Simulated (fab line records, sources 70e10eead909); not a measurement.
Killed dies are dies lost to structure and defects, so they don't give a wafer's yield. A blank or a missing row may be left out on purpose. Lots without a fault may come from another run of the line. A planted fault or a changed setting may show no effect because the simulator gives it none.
Chamber matching | flow nand_harc | NHARC_A_CONTACT_ETCH_102 on rie_diel-05: 4 sister chambers
The step etches the open film in CF4/O2, target depth 70 nm, overetch 7 nm, time 38.5 s. 20 wafers are shown with their chamber, then 10 later ones without.

WAFERS WITH THEIR CHAMBER
wafer  | chamber | drypump_motor_current_A (A) | showerhead_plenum_p_Torr (Torr) | rf_vpp_V (V)
L074.1 | 1       | 5.2                         | 1.26                            | 196.0
L074.3 | 3       | 5.7                         | 1.39                            | 198.1
L074.4 | 0       | 5.8                         | 1.25                            | 196.6
L081.2 | 0       | 5.9                         | 1.25                            | 195.3
L081.3 | 3       | 5.6                         | 1.39                            | 198.1
L081.4 | 2       | 6.6                         | 1.27                            | 196.1
L087.2 | 0       | 5.9                         | 1.25                            | 196.0
L087.3 | 1       | 5.2                         | 1.25                            | 195.5
L087.5 | 2       | 6.6                         | 1.27                            | 197.8
L089.4 | 0       | 5.9                         | 1.25                            | 196.5
L089.5 | 3       | 5.7                         | 1.38                            | 197.9
L089.6 | 0       | 5.8                         | 1.25                            | 194.1
L085.3 | 1       | 5.2                         | 1.25                            | 197.7
L085.4 | 2       | 6.6                         | 1.27                            | 196.2
L085.5 | 1       | 5.2                         | 1.25                            | 194.8
L092.2 | 3       | 5.7                         | 1.38                            | 198.8
L092.3 | 1       | 5.2                         | 1.25                            | 193.3
L092.6 | 2       | 6.6                         | 1.26                            | 197.0
L091.1 | 0       | 5.9                         | 1.24                            | 196.9
L091.2 | 1       | 5.2                         | 1.25                            | 195.6

SIGNATURES (means of the wafers above)
reading                  | chamber 0 | chamber 1 | chamber 2 | chamber 3 | scatter within a chamber
drypump_motor_current_A  | 5.867     | 5.200     | 6.600     | 5.675     | 0.0361
showerhead_plenum_p_Torr | 1.2483    | 1.2517    | 1.2675    | 1.3850    | 0.00462
rf_vpp_V                 | 195.900   | 195.483   | 196.775   | 198.225   | 1.07
Rule: a wafer's distance from a chamber is the root of the sum, over the readings, of the square of ((its reading less the chamber's mean) divided by the reading's scatter). The wafer belongs to the nearest chamber; if the next one is less than 2 further off, it can't be placed. The scatter: the root of (the sum of the squares of (reading less its chamber's mean) over the shown wafers, divided by (wafers less chambers)).

WAFERS WITHOUT THEIR CHAMBER
wafer  | drypump_motor_current_A (A) | showerhead_plenum_p_Torr (Torr) | rf_vpp_V (V)
L091.6 | 5.9                         | 1.24                            | 197.8
L090.2 | 6.7                         | 1.26                            | 195.8
L090.4 | 5.8                         | 1.24                            | 196.9
L090.6 | 5.2                         | 1.25                            | 197.2
L095.1 | 5.9                         | 1.24                            | 195.2
L095.4 | 6.7                         | 1.26                            | 196.4
L095.6 | 5.9                         | 1.24                            | 195.8
L096.3 | 5.2                         | 1.25                            | 195.1
L096.4 | 5.7                         | 1.38                            | 199.0
L096.5 | 5.2                         | 1.25                            | 195.8

WHICH CHAMBER EACH WENT THROUGH
wafer  | from the rows above | in truth
L091.6 | 0                   | 0
L090.2 | 2                   | 2
L090.4 | 0                   | 0
L090.6 | 1                   | 1
L095.1 | 0                   | 0
L095.4 | 2                   | 2
L095.6 | 0                   | 0
L096.3 | 1                   | 1
L096.4 | 3                   | 3
L096.5 | 1                   | 1
Placed correctly: 10 of 10. Can't be placed from these rows: 0. Placed wrongly: 0.
